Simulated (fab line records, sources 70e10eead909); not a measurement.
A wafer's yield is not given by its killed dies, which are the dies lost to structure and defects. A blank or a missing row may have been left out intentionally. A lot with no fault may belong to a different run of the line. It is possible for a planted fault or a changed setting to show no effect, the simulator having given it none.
fab line records ; flow nand_harc
record lots=6; wafers=18; last_day=33
route steps=1302 shown A_WL_FILL@960 END@1302
lots untouched by any fault: they come from a run of this same line in which no faults occurred
start_h: start of the lot's first displayed wafer, in hours after the record's first day ; wait_h: hours since the lot's step before ; " identical to the entry in the row above ; L1.1+2: several wafers, shown together as one row ; - either no value or no given start ; * or withheld: withheld ; < > ~ a bound
route shown NAME@n: names a module that has steps shown in the file, with the first one's number in the route ; usual: the fault-free wafers' mean and standard deviation ; same: alike in all rows ; chamber/n: place in a boat ; sites: per-site readings ; _std_site: standard deviation across them ; _edge_site: outer sites' mean less inner sites' ; radius_mm: how far each site lies from the wafer's centre ; mask NAME#n: copy n ; behind: tool/chamber where the wafer was last shaped ; hold: the reason the lot was held/the length of the hold in hours/how it ended ; device: whichever transistor did not switch (one of n, p or np) ; end of line: the tests these same wafers got at the end of their route ; step lacking rows: just its recipe ; killed: the dies lost at the first sort to structure and to defects; this is not the yield of the wafer ; map: a wafer's dies, marking killed ones x, the rest . and places with no die _
set.NAME: the setting that was run; set.NAME@STEP: the one run at that earlier step ; model.NAME: the simulator's own value behind a step, which no gauge read
lots at selected steps of the route; one table per step, one row per wafer
services: a tool's chamber out of use, with start hour (start_h, from the record's first day; less than 0 if before it), hours out, and reason
## steps
# step NHARC_A_WL_FILL_STRIP_28
# recipe time_s=1200; temp_c=72.5; chemistry=post_etch_residue_remover
# step NHARC_A_WL_FILL_PRECLEAN_06
# recipe time_s=300; chemistry=DIW
# step NHARC_A_WL_FILL_SRD_07
# step NHARC_A_WL_FILL_ANNEAL_08
# recipe temp_c=450; time_s=1800
# step NHARC_A_WL_FILL_ALD_10
# recipe target_thk_a=500; pulse_time_s=10; ald_cycles=500; temp_c=300; material=SiO2
# usual heater_power_w=475/54; precursor_pulse_height_rel=0.999/0.021
lot.wafer;tool;chamber;start_h;wait_h;heater_power_w;precursor_pulse_height_rel
L728.3;ald_hk-04;1;515.28;1.1;428;0.993
L728.2;ald_hk-04;2;516.31;2.1;495;0.991
L728.6;ald_hk-04;0;518.37;4.2;463;0.998
L729.3;ald_hk-03;3;546.55;1.1;382;1.018
L729.6;ald_hk-03;1;547.58;2.1;530;1.019
L729.5;ald_hk-03;2;547.58;2.1;560;1.008
L735.4;ald_hk-02;3;594.63;0.6;535;0.999
L735.1;ald_hk-02;0;594.63;0.6;449;0.994
L735.2;ald_hk-02;1;594.63;0.6;436;0.999
L736.2;ald_hk-03;2;612.02;0.6;573;1.008
L736.3;ald_hk-03;3;612.02;0.6;423;0.979
L736.4;ald_hk-03;0;612.02;0.6;496;0.998
L743.4;ald_hk-02;2;666.78;0.6;418;1.008
L743.6;ald_hk-02;1;668.31;2.1;434;0.986
L743.5;ald_hk-02;2;668.31;2.1;423;1.024
L746.2;ald_hk-04;0;697.45;0.1;473;1.005
L746.5;ald_hk-04;0;699.48;2.1;467;1.000
L746.6;ald_hk-04;1;699.48;2.1;449;0.991
# step NHARC_A_WL_FILL_ETCHBACK_16
# recipe target_depth_a=1200; time_s=24; c4f8_flow_sccm=withheld; o2_flow_sccm=8; ar_flow_sccm=withheld; rf_w=600; bias_w=800; chemistry=C4F8/O2/Ar
# usual oes_product_au=0.97/0.035; rf_vpp_V=722/4.1; run_length_s=45.1/0.42
lot.wafer;tool;chamber;start_h;wait_h;oes_product_au;rf_hours_counter_h;rf_vpp_V;run_length_s
L728.2;rie_diel-10;1;-;-;1.01;5.1;723;45.5
L728.3;rie_diel-10;3;-;-;1.01;5.4;719;45.6
L728.6;rie_diel-10;2;-;-;1.00;-;724;44.7
L729.3;rie_diel-01;2;-;-;0.91;4.0;720;44.9
L729.6;rie_diel-01;3;-;-;0.92;-;729;45.1
L729.5;rie_diel-01;0;-;-;0.92;-;727;44.7
L735.1;rie_diel-03;3;-;-;0.95;3.5;726;44.8
L735.2;rie_diel-03;1;-;-;0.94;3.2;719;45.0
L735.4;rie_diel-03;2;-;-;0.94;3.5;729;44.6
L736.4;rie_diel-01;3;-;-;0.92;1.2;729;44.9
L736.2;rie_diel-01;0;-;-;0.93;1.4;726;44.9
L736.3;rie_diel-01;2;-;-;0.92;1.2;719;44.6
L743.4;rie_diel-03;3;-;-;0.92;0.8;726;45.0
L743.6;rie_diel-03;3;-;-;0.93;-;725;44.5
L743.5;rie_diel-03;0;-;-;0.92;-;717;45.4
L746.2;rie_diel-10;0;-;-;1.01;4.9;716;45.5
L746.6;rie_diel-10;1;-;-;0.99;-;723;45.2
L746.5;rie_diel-10;2;-;-;0.99;-;726;45.2
# step NHARC_A_WL_FILL_STRIP_29
# recipe time_s=20; o2_flow_sccm=500; ar_flow_sccm=0; bias_w=0; chemistry=O2
# usual drypump_motor_current_A=5.7/0.35; o2_flow_sccm=500.1/1.5; oes_product_au=0.999/0.0069; rf_vpp_V=57.7/0.87; showerhead_plenum_p_Torr=3.51/0.13; throttle_valve_pct=17.037/0.0094
lot.wafer;tool;chamber;start_h;wait_h;drypump_motor_current_A;o2_flow_sccm;oes_product_au;rf_hours_counter_h;rf_vpp_V;showerhead_plenum_p_Torr;throttle_valve_pct
L728.3;rie_diel-10;2;522.09;0.1;5.7;500.9;0.983;5.1;58.3;3.58;17.048
L728.2;rie_diel-10;3;522.09;0.1;6.0;497.3;1.006;5.5;58.3;3.39;17.051
L728.6;rie_diel-10;2;522.09;0.1;5.7;500.0;0.995;-;57.7;3.58;17.040
L729.3;rie_diel-01;2;550.27;0.1;5.7;500.3;0.991;4.0;58.4;3.38;17.039
L729.5;rie_diel-01;0;550.27;0.1;5.3;498.9;0.984;-;57.4;3.63;17.039
L729.6;rie_diel-01;1;550.27;0.1;5.0;501.0;1.000;-;58.0;3.47;17.044
L735.1;rie_diel-03;3;598.84;0.1;5.5;501.9;1.003;3.5;58.2;3.63;17.039
L735.4;rie_diel-03;0;598.84;0.1;5.7;502.4;1.007;4.0;57.5;3.32;17.025
L735.2;rie_diel-03;1;598.84;0.1;6.2;501.3;0.999;3.2;56.5;3.40;17.029
L736.3;rie_diel-01;1;616.25;0.1;5.0;500.5;1.000;1.4;57.7;3.47;17.044
L736.2;rie_diel-01;2;616.25;0.1;5.7;500.4;0.995;1.2;58.2;3.38;17.038
L736.4;rie_diel-01;3;616.25;0.1;6.1;501.1;0.993;1.2;57.5;3.69;17.033
L743.4;rie_diel-03;1;671.02;0.1;6.1;501.1;1.007;0.6;57.2;3.40;17.050
L743.5;rie_diel-03;1;671.02;0.1;6.1;501.0;0.999;-;57.2;3.40;17.040
L743.6;rie_diel-03;2;671.02;0.1;6.0;498.7;1.000;-;59.2;3.69;17.058
L746.2;rie_diel-10;1;702.17;0.1;5.7;506.7;0.986;5.2;58.7;3.51;17.059
L746.6;rie_diel-10;0;702.17;0.1;5.3;500.3;1.007;-;58.7;3.32;17.048
L746.5;rie_diel-10;2;702.17;0.1;5.7;500.2;0.993;-;56.9;3.58;17.030
# step NHARC_A_WL_FILL_ETCHBACK_17
# recipe target_depth_a=40; time_s=26.7; chemistry=Cl2/BCl3
# usual drypump_motor_current_A=5.3/0.33; oes_product_au=1.000/0.0068; run_length_s=47.9/0.34
lot.wafer;tool;chamber;start_h;wait_h;drypump_motor_current_A;oes_product_au;rf_hours_counter_h;run_length_s
L728.2;rie_metal-02;0;522.17;-;4.6;1.000;1.2;48.7
L728.3;rie_metal-02;1;522.17;-;5.1;1.004;-;47.9
L728.6;rie_metal-02;0;522.17;-;4.7;0.998;-;48.1
L729.3;rie_metal-03;0;550.39;-;5.6;1.000;-;47.9
L729.6;rie_metal-03;0;550.39;-;5.6;0.996;-;47.6
L729.5;rie_metal-03;1;550.39;-;5.2;0.999;-;47.5
L735.2;rie_metal-02;1;598.93;-;5.1;0.997;2.6;47.6
L735.1;rie_metal-02;0;598.93;-;4.6;1.005;2.6;48.1
L735.4;rie_metal-02;1;598.93;-;5.1;0.991;-;47.9
L736.2;rie_metal-03;0;616.35;-;5.6;1.004;1.0;47.3
L736.4;rie_metal-03;1;616.35;-;5.2;1.002;-;47.5
L736.3;rie_metal-03;0;616.35;-;5.7;0.997;-;47.5
L743.4;rie_metal-03;1;671.16;-;5.2;1.003;-;48.0
L743.6;rie_metal-03;0;671.16;-;5.6;1.011;-;47.7
L743.5;rie_metal-03;1;671.16;-;5.2;0.997;-;47.5
L746.2;rie_metal-01;1;702.28;-;5.6;1.008;2.0;47.9
L746.5;rie_metal-01;0;702.28;-;5.2;0.990;-;47.6
L746.6;rie_metal-01;1;702.28;-;5.6;1.007;-;47.8
# step NHARC_A_WL_FILL_PRECLEAN_18
# recipe time_s=30; chemistry=dHF
# step NHARC_A_WL_FILL_SRD_21
# step NHARC_A_WL_FILL_CVD_23
# recipe target_thk_a=400; temp_c=620; pressure_mtorr=200; time_s=800; material=poly-Si
# step NHARC_A_WL_FILL_ETCHBACK_26
# recipe target_depth_a=520; time_s=13.3; hbr_flow_sccm=150; rf_w=350; icp_w=350; bias_w=60; chemistry=HBr
# usual drypump_motor_current_A=5.8/0.32; oes_product_au=1.000/0.0063; run_length_s=34.53/0.27; throttle_valve_pct=23.265/0.0084
lot.wafer;tool;chamber;start_h;wait_h;drypump_motor_current_A;oes_product_au;rf_hours_counter_h;run_length_s;throttle_valve_pct
L728.2;rie_si-03;0;525.29;0.4;6.1;1.000;0.7;34.43;23.271
L728.3;rie_si-03;1;525.29;0.4;5.4;1.001;0.7;34.42;23.266
L728.6;rie_si-03;3;525.29;0.4;5.9;0.997;-;35.09;23.277
L729.3;rie_si-05;1;555.61;0.4;5.7;1.002;0.3;34.05;23.265
L729.6;rie_si-05;2;555.61;0.4;6.2;0.991;-;34.30;23.255
L729.5;rie_si-05;3;555.61;0.4;5.5;1.013;-;35.19;23.269
L735.1;rie_si-05;3;604.05;0.4;5.6;1.005;0.7;34.78;23.268
L735.4;rie_si-05;0;604.05;0.4;6.3;1.006;0.7;26.70;23.268
L735.2;rie_si-05;1;604.05;0.4;5.7;0.998;0.6;34.38;23.271
L736.3;rie_si-05;2;621.54;0.4;6.1;1.000;0.7;34.28;23.263
L736.4;rie_si-05;0;621.54;0.4;6.3;0.992;0.8;26.66;23.269
L736.2;rie_si-05;1;621.54;0.4;5.7;0.997;0.7;34.59;23.272
L743.4;rie_si-03;2;676.26;0.4;5.5;0.999;0.6;34.63;23.266
L743.5;rie_si-03;2;676.26;0.4;5.6;1.003;-;34.67;23.269
L743.6;rie_si-03;3;676.26;0.4;5.9;0.998;-;35.02;23.276
L746.2;rie_si-05;0;707.44;0.4;6.3;0.997;0.1;34.24;23.262
L746.5;rie_si-05;0;707.44;0.4;6.2;1.003;-;34.25;23.273
L746.6;rie_si-05;1;707.44;0.4;5.7;1.009;-;34.52;23.264
# step NHARC_A_WL_FILL_PRECLEAN_30
# recipe time_s=10; chemistry=dHF
# step NHARC_END_SORT_01
# recipe temp_c=25
# usual killed_at_array=55/17; killed_at_other=1.1/1.4; killed_at_periphery=3.9/3; killed_dies=59/17; killed_open=3.5/2; killed_short=2.6/1.6
# same gross_dies=677
lot.wafer;tool;chamber;start_h;wait_h;hold;killed_at_array;killed_at_other;killed_at_periphery;killed_dies;killed_open;killed_short
L728.2;prober-02;0;611.99;2.8;-;49;1;6;56;3;4
L728.3;prober-02;0;612.80;3.1;-;50;0;3;53;5;1
L728.6;prober-02;0;615.23;4.1;-;46;1;2;49;3;1
L729.3;prober-02;0;636.75;3.1;-;41;0;1;42;2;3
L729.5;prober-02;0;638.36;3.7;-;38;0;4;42;6;3
L729.6;prober-02;0;639.17;4.0;-;35;1;2;38;0;5
L735.1;prober-02;0;682.16;2.5;await_dispo/2.5h/release;81;1;2;84;2;3
L735.2;prober-02;0;682.96;2.8;await_dispo/2.5h/release;74;0;3;77;3;5
L735.4;prober-02;0;684.57;3.4;await_dispo/2.5h/release;673;0;4;677;6;3
L736.2;prober-01;0;705.64;2.8;await_dispo/4.4h/release;57;1;2;60;3;2
L736.3;prober-01;0;706.43;3.1;await_dispo/4.4h/release;53;1;3;57;5;1
L736.4;prober-01;0;707.22;3.4;await_dispo/4.4h/release;675;2;0;677;1;7
# killed by level:class
L728.2 A_SLIT:chamber_film_flake=29 A_CHANNEL_HOLE_D2:chamber_film_flake=10 A_STAIRCASE:chamber_film_flake=3 P_CONTACT:geometric_particle:short=2 A_ONON_D2:geometric_particle:open=2 A_ONON_D2:geometric_particle:short=2 A_CHANNEL_HOLE_D1:chamber_film_flake=2 P_M0:geometric_particle:open=1
L728.3 A_SLIT:chamber_film_flake=27 A_CHANNEL_HOLE_D2:chamber_film_flake=10 A_CHANNEL_HOLE_D1:chamber_film_flake=5 A_CONTACT:chamber_film_flake=4 P_CONTACT:geometric_particle:open=2 A_CHANNEL_HOLE_D1:geometric_particle:open=1 A_ONON_D2:geometric_particle:short=1 A_ONON_D2:geometric_particle:open=1
L728.6 A_SLIT:chamber_film_flake=26 A_CHANNEL_HOLE_D2:chamber_film_flake=6 A_STAIRCASE:chamber_film_flake=5 A_CONTACT:chamber_film_flake=4 A_CHANNEL_HOLE_D1:chamber_film_flake=2 P_M0:geometric_particle:open=1 A_SOURCE_PLATE:geometric_particle:open=1 A_STAIRCASE:geometric_particle:short=1
L729.3 A_CHANNEL_HOLE_D2:chamber_film_flake=15 A_CHANNEL_HOLE_D1:chamber_film_flake=8 A_STAIRCASE:chamber_film_flake=4 A_CHANNEL_FILL_D2:chamber_film_flake=3 A_WL_FILL:chamber_film_flake=2 A_CONTACT:chamber_film_flake=2 A_ONON_D1:geometric_particle:short=1 A_CHANNEL_FILL_D1:geometric_particle:short=1
L729.5 A_CHANNEL_HOLE_D2:chamber_film_flake=17 A_CHANNEL_HOLE_D1:chamber_film_flake=3 A_STAIRCASE:chamber_film_flake=3 A_CHANNEL_FILL_D2:chamber_film_flake=3 A_SLIT:chamber_film_flake=2 P_STI:geometric_particle:open=1 P_M2:geometric_particle:open=1 A_CHANNEL_FILL_D1:geometric_particle:short=1
L729.6 A_CHANNEL_HOLE_D2:chamber_film_flake=16 A_CHANNEL_FILL_D2:chamber_film_flake=4 A_STAIRCASE:chamber_film_flake=3 A_ZERO_WELL:chamber_film_flake=2 A_CHANNEL_HOLE_D1:chamber_film_flake=2 A_CONTACT:chamber_film_flake=2 A_ONON_D1:geometric_particle:short=1 A_CHANNEL_HOLE_D1:geometric_particle:short=1
L735.1 A_SLIT:chamber_film_flake=37 A_CHANNEL_HOLE_D2:chamber_film_flake=17 A_CHANNEL_HOLE_D1:chamber_film_flake=11 A_CONTACT:chamber_film_flake=4 P_M1:chamber_film_flake=2 A_CHANNEL_FILL_D2:chamber_film_flake=2 A_WL_FILL:chamber_film_flake=2 A_SOURCE_PLATE:geometric_particle:open=1
L735.2 A_SLIT:chamber_film_flake=33 A_CHANNEL_HOLE_D2:chamber_film_flake=16 A_CONTACT:chamber_film_flake=9 A_CHANNEL_HOLE_D1:chamber_film_flake=5 A_CHANNEL_FILL_D1:geometric_particle:open=2 A_CHANNEL_FILL_D2:chamber_film_flake=2 A_BONDPAD:chamber_film_flake=2 P_GATE:geometric_particle:short=1
L735.4 A_WL_FILL:area_etchback=616 A_SLIT:chamber_film_flake=27 A_CHANNEL_HOLE_D2:chamber_film_flake=14 A_CONTACT:chamber_film_flake=4 A_ONON_D1:geometric_particle:open=2 A_ONON_D1:geometric_particle:short=2 P_CONTACT:geometric_particle:open=1 P_M1:geometric_particle:open=1
L736.2 A_SLIT:chamber_film_flake=27 A_CHANNEL_HOLE_D2:chamber_film_flake=11 A_CHANNEL_HOLE_D1:chamber_film_flake=10 A_CONTACT:chamber_film_flake=3 A_CHANNEL_FILL_D1:geometric_particle:open=2 A_ONON_D2:geometric_particle:open=1 A_ONON_D2:geometric_particle:short=1 P_ZERO_WELL:chamber_film_flake=1
L736.3 A_SLIT:chamber_film_flake=22 A_CHANNEL_HOLE_D2:chamber_film_flake=15 A_CHANNEL_HOLE_D1:chamber_film_flake=6 A_M0:geometric_particle:open=2 P_CONTACT:geometric_particle:open=1 A_SOURCE_PLATE:geometric_particle:open=1 A_ONON_D2:geometric_particle:short=1 A_CHANNEL_FILL_D2:geometric_particle:open=1
L736.4 A_WL_FILL:area_etchback=619 A_SLIT:chamber_film_flake=29 A_CHANNEL_HOLE_D2:chamber_film_flake=12 A_CHANNEL_HOLE_D1:chamber_film_flake=4 A_ONON_D2:geometric_particle:short=3 A_CHANNEL_FILL_D1:chamber_film_flake=2 A_CONTACT:chamber_film_flake=2 A_SOURCE_PLATE:geometric_particle:short=1
# map L735.4 (x killed, . not)
____________x____________
_________xxxxxxx_________
_______xxxxxxxxxxx_______
______xxxxxxxxxxxxx______
_____xxxxxxxxxxxxxxx_____
____xxxxxxxxxxxxxxxxx____
____xxxxxxxxxxxxxxxxx____
___xxxxxxxxxxxxxxxxxxx___
___xxxxxxxxxxxxxxxxxxx___
__xxxxxxxxxxxxxxxxxxxxx__
__xxxxxxxxxxxxxxxxxxxxx__
_xxxxxxxxxxxxxxxxxxxxxxx_
_xxxxxxxxxxxxxxxxxxxxxxx_
_xxxxxxxxxxxxxxxxxxxxxxx_
_xxxxxxxxxxxxxxxxxxxxxxx_
_xxxxxxxxxxxxxxxxxxxxxxx_
xxxxxxxxxxxxxxxxxxxxxxxxx
xxxxxxxxxxxxxxxxxxxxxxxxx
xxxxxxxxxxxxxxxxxxxxxxxxx
xxxxxxxxxxxxxxxxxxxxxxxxx
xxxxxxxxxxxxxxxxxxxxxxxxx
_xxxxxxxxxxxxxxxxxxxxxxx_
_xxxxxxxxxxxxxxxxxxxxxxx_
_xxxxxxxxxxxxxxxxxxxxxxx_
_xxxxxxxxxxxxxxxxxxxxxxx_
_xxxxxxxxxxxxxxxxxxxxxxx_
__xxxxxxxxxxxxxxxxxxxxx__
__xxxxxxxxxxxxxxxxxxxxx__
___xxxxxxxxxxxxxxxxxxx___
___xxxxxxxxxxxxxxxxxxx___
____xxxxxxxxxxxxxxxxx____
____xxxxxxxxxxxxxxxxx____
_____xxxxxxxxxxxxxxx_____
______xxxxxxxxxxxxx______
_______xxxxxxxxxxx_______
_________xxxxxxx_________
____________x____________
# map L736.4 (x killed, . not)
____________x____________
_________xxxxxxx_________
_______xxxxxxxxxxx_______
______xxxxxxxxxxxxx______
_____xxxxxxxxxxxxxxx_____
____xxxxxxxxxxxxxxxxx____
____xxxxxxxxxxxxxxxxx____
___xxxxxxxxxxxxxxxxxxx___
___xxxxxxxxxxxxxxxxxxx___
__xxxxxxxxxxxxxxxxxxxxx__
__xxxxxxxxxxxxxxxxxxxxx__
_xxxxxxxxxxxxxxxxxxxxxxx_
_xxxxxxxxxxxxxxxxxxxxxxx_
_xxxxxxxxxxxxxxxxxxxxxxx_
_xxxxxxxxxxxxxxxxxxxxxxx_
_xxxxxxxxxxxxxxxxxxxxxxx_
xxxxxxxxxxxxxxxxxxxxxxxxx
xxxxxxxxxxxxxxxxxxxxxxxxx
xxxxxxxxxxxxxxxxxxxxxxxxx
xxxxxxxxxxxxxxxxxxxxxxxxx
xxxxxxxxxxxxxxxxxxxxxxxxx
_xxxxxxxxxxxxxxxxxxxxxxx_
_xxxxxxxxxxxxxxxxxxxxxxx_
_xxxxxxxxxxxxxxxxxxxxxxx_
_xxxxxxxxxxxxxxxxxxxxxxx_
_xxxxxxxxxxxxxxxxxxxxxxx_
__xxxxxxxxxxxxxxxxxxxxx__
__xxxxxxxxxxxxxxxxxxxxx__
___xxxxxxxxxxxxxxxxxxx___
___xxxxxxxxxxxxxxxxxxx___
____xxxxxxxxxxxxxxxxx____
____xxxxxxxxxxxxxxxxx____
_____xxxxxxxxxxxxxxx_____
______xxxxxxxxxxxxx______
_______xxxxxxxxxxx_______
_________xxxxxxx_________
____________x____________
## services
tool;chamber;start_h;hours;kind
rie_diel-01;0;501.21;8.1;repair
ald_hk-03;-;507.27;0.9;repair
rie_metal-03;-;519.00;9.0;pm
rie_si-05;3;533.68;8.7;repair
ald_hk-02;-;534.61;10.0;pm
rie_metal-02;-;540.19;0.1;repair
rie_diel-01;-;557.80;9.0;pm
ald_hk-04;-;560.15;0.5;repair
ald_hk-03;-;572.20;10.0;pm
rie_diel-03;1;573.52;8.2;repair
rie_si-03;-;575.00;9.0;pm
rie_diel-10;-;596.70;9.0;pm
rie_diel-03;-;600.47;0.3;repair
rie_metal-02;-;608.44;0.5;repair
ald_hk-04;-;611.05;10.0;pm
rie_diel-01;-;612.16;2.3;repair
rie_diel-03;-;635.30;9.0;pm
rie_diel-10;3;651.13;2.1;repair
rie_si-05;3;662.86;4.3;repair
rie_si-05;-;665.52;9.0;pm
rie_diel-10;3;693.78;14.4;repair
rie_diel-01;0;695.61;6.4;repair
rie_metal-03;-;696.00;9.0;pm
rie_diel-01;3;696.03;39.6;repair
## key
first_sign step=NHARC_A_WL_FILL_ETCHBACK_26; reading=run_length_s; direction=down; sigmas=29; usual=*; struck=*
effect step=NHARC_END_SORT_01; reading=killed_at_array; direction=up; sigmas=37; usual=55; struck=674
more_kills_born_at NHARC_A_WL_FILL_ETCHBACK_26@rie_si-05=1235
met_at NHARC_A_WL_FILL_ETCHBACK_26
struck_wafers L735.4,L736.4
later_rows_left_out L735.4,L736.4
tester_left_out L735,L736
fault kind=process_parameter_drift; tool=rie_si-05; chamber=0; onset_h=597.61; steps=NHARC_A_WL_FILL_ETCHBACK_26; channel=time_s; offset=*; shape=step; end_h=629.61; acts_in=*; stated=*
# tester_left_out: of these lots the tester's yield and bins aren't shown, on N5 and GAA mostly nor the transistor test; their killed dies are dies lost to structure and defects alone, not to doping, threshold or leakage, so they don't give the yield
# later_rows_left_out: the simulator's readings of these wafers behind a module that went badly wrong aren't trusted and aren't shown, but for the sort
